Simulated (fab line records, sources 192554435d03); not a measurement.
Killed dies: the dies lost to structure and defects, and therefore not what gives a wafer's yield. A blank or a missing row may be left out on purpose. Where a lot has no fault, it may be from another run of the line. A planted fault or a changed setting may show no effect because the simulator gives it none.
Struck lot and sound lot, side by side	flow n5_finfet	14 steps out of a route of 1938
Sound: the wafers L581.1, L581.5, L581.6. Struck: wafers L567.1, L567.5, L567.6. At the end, the cause is stated.
Order at every step that has rows: each side's tool, ch and its chambers, its first start. Under that, the readings that differ: sound wafers	struck wafers	difference of the means	sigmas: that difference in standard deviations of wafers without a fault.
alike: readings whose means differ by less than 2 such deviations, and words and numbers that are the same on both sides. not compared: withheld readings, readings that some wafer has no value for, bounds like >300 that may hide the same value, and numbers for which the record gives no deviation and whose values overlap.
A row with sigmas, a row that says differs or no value, or rows on one side alone: a step with any of these is where the two part. When numbers do not overlap yet have no deviation, they are printed without sigmas and do not part them. A reading missing from all wafers of one side parts the sides only when that side holds two or more wafers.

first, 1 step without rows for these wafers: N5_BEOL_M3_STRIP_75 (strips in N2/H2).
N5_BEOL_M3_STRIP_66: strips in CF4.
  sound on rie_diel-05 ch 1,2, day 11 21:15; struck on rie_diel-03 ch 1,2, day 8 18:12
  alike: bias_power_w, drypump_motor_current_A, oes_product_au, rf_vpp_V, showerhead_plenum_p_Torr, throttle_valve_pct
  not compared: rf_hours_counter_h
N5_BEOL_M3_HM_OPEN_17: chemistry Cl2/BCl3, target TiN, target depth 20 nm, overetch 6 nm.
  sound on rie_metal-01 ch 0,1, day 11 21:18; struck on rie_metal-03 ch 0,1, day 8 18:14
  alike: drypump_motor_current_A, mfc_ar_sccm, mfc_cl2_sccm, oes_product_au, throttle_valve_pct
  not compared: rf_hours_counter_h
N5_BEOL_M3_STRIP_19: strips in O2.
  sound on rie_diel-06 ch 1,2, day 11 21:25; struck on rie_diel-03 ch 1,2,3, day 8 18:24
  alike: drypump_motor_current_A, oes_product_au, rf_vpp_V, showerhead_plenum_p_Torr, throttle_valve_pct
  not compared: rf_hours_counter_h
N5_BEOL_M3_CD_MEAS_18: pitch 36 nm, target cd 18 nm.
  sound: cd_sem-03 at day 11 21:29; struck: cd_sem-01 at day 8 18:28
  alike: cd_nm
then, 7 steps without rows for these wafers: N5_BEOL_M3_COAT_67 (time 60 s, resist thk 60 nm); N5_BEOL_M3_COAT_68 (time 60 s, resist thk 12 nm); N5_BEOL_M3_COAT_76 (time 60 s, resist thk 5 nm); N5_BEOL_M3_COAT_22 (resist thk 30 nm); N5_BEOL_M3_EBR_24; N5_BEOL_M3_SOFTBAKE_23 (time 60 s); N5_BEOL_M3_EXPOSE_25 (exposes mask V2, defocus 5 nm).
N5_BEOL_M3_PEB_26: peb time 60 s.
  sound on litho_track-04 ch 0, day 11 21:52; struck on litho_track-02, day 8 18:43
  no value came back on the struck wafers for chill_plate_temp_C (C), exhaust_pa (Pa); on the sound wafers chill_plate_temp_C (C) reads 23.02 22.84 22.96
then, 1 step without rows for these wafers: N5_BEOL_M3_DEVELOP_27 (develop time 30 s).

WHERE THEY PART
Only at N5_BEOL_M3_PEB_26, as far as this record shows.

WHY: what the simulator had put in
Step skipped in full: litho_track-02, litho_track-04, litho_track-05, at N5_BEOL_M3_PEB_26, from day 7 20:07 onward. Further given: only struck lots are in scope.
